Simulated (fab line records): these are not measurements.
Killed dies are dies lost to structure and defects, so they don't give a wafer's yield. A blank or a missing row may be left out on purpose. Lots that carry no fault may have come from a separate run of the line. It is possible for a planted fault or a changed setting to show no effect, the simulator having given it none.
Matching of chambers || flow n5 finfet || N5_BEOL_M1_DESCUM_33 on rie diel-06 has 4 sister chambers
The step chemistry O2, time 7 s. 8 wafers are shown with their chamber, then 9 later ones without.

== WAFERS, EACH WITH ITS CHAMBER ==
{"wafer": "L080.2", "chamber": 1, "showerhead plenum p Torr (Torr)": 2.14, "throttle valve pct (%)": 20.10}
{"wafer": "L080.5", "chamber": 1, "showerhead plenum p Torr (Torr)": 2.14, "throttle valve pct (%)": 20.10}
{"wafer": "L083.2", "chamber": 2, "showerhead plenum p Torr (Torr)": 2.14, "throttle valve pct (%)": 20.38}
{"wafer": "L086.5", "chamber": 3, "showerhead plenum p Torr (Torr)": 2.21, "throttle valve pct (%)": 20.19}
{"wafer": "L086.6", "chamber": 0, "showerhead plenum p Torr (Torr)": 2.06, "throttle valve pct (%)": 20.61}
{"wafer": "L089.1", "chamber": 0, "showerhead plenum p Torr (Torr)": 2.06, "throttle valve pct (%)": 20.62}
{"wafer": "L089.2", "chamber": 3, "showerhead plenum p Torr (Torr)": 2.21, "throttle valve pct (%)": 20.18}
{"wafer": "L089.4", "chamber": 2, "showerhead plenum p Torr (Torr)": 2.13, "throttle valve pct (%)": 20.40}

== WAFERS MISSING THEIR CHAMBER ==
{"wafer": "L090.2", "showerhead plenum p Torr (Torr)": 2.13, "throttle valve pct (%)": 20.11}
{"wafer": "L090.3", "showerhead plenum p Torr (Torr)": 2.13, "throttle valve pct (%)": 20.41}
{"wafer": "L090.5", "showerhead plenum p Torr (Torr)": 2.13, "throttle valve pct (%)": 20.40}
{"wafer": "L091.1", "showerhead plenum p Torr (Torr)": 2.06, "throttle valve pct (%)": 20.60}
{"wafer": "L091.3", "showerhead plenum p Torr (Torr)": 2.13, "throttle valve pct (%)": 20.09}
{"wafer": "L091.6", "showerhead plenum p Torr (Torr)": 2.06, "throttle valve pct (%)": 20.62}
{"wafer": "L096.1", "showerhead plenum p Torr (Torr)": 2.20, "throttle valve pct (%)": 20.19}
{"wafer": "L096.2", "showerhead plenum p Torr (Torr)": 2.13, "throttle valve pct (%)": 20.11}
{"wafer": "L096.6", "showerhead plenum p Torr (Torr)": 2.06, "throttle valve pct (%)": 20.24}

== WHICH CHAMBER EACH WENT THROUGH ==
{"wafer": "L090.2", "from the rows above": 1, "in truth": 1}
{"wafer": "L090.3", "from the rows above": 2, "in truth": 2}
{"wafer": "L090.5", "from the rows above": 2, "in truth": 2}
{"wafer": "L091.1", "from the rows above": 0, "in truth": 0}
{"wafer": "L091.3", "from the rows above": 1, "in truth": 1}
{"wafer": "L091.6", "from the rows above": 0, "in truth": 0}
{"wafer": "L096.1", "from the rows above": 3, "in truth": 3}
{"wafer": "L096.2", "from the rows above": 1, "in truth": 1}
{"wafer": "L096.6", "from the rows above": "can't be placed: 2 or 1", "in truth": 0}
Correct placement for 8 of the 9. Not placeable from these rows: 1 (in 0, the candidates include the true chamber). Wrongly placed: 0.
How it was worked out, from the rows above alone: a wafer's distance from a chamber is the root of the sum, over the readings, of the square of ((its reading less the chamber's mean) divided by the reading's scatter). The wafer belongs to the nearest chamber; if the next one is less than 2 further off, it can't be placed. A chamber's mean is the mean of its shown wafers. The scatter: take each reading less its chamber's mean, square it, sum over the shown wafers, divide by the number of wafers less the number of chambers, and take the root.
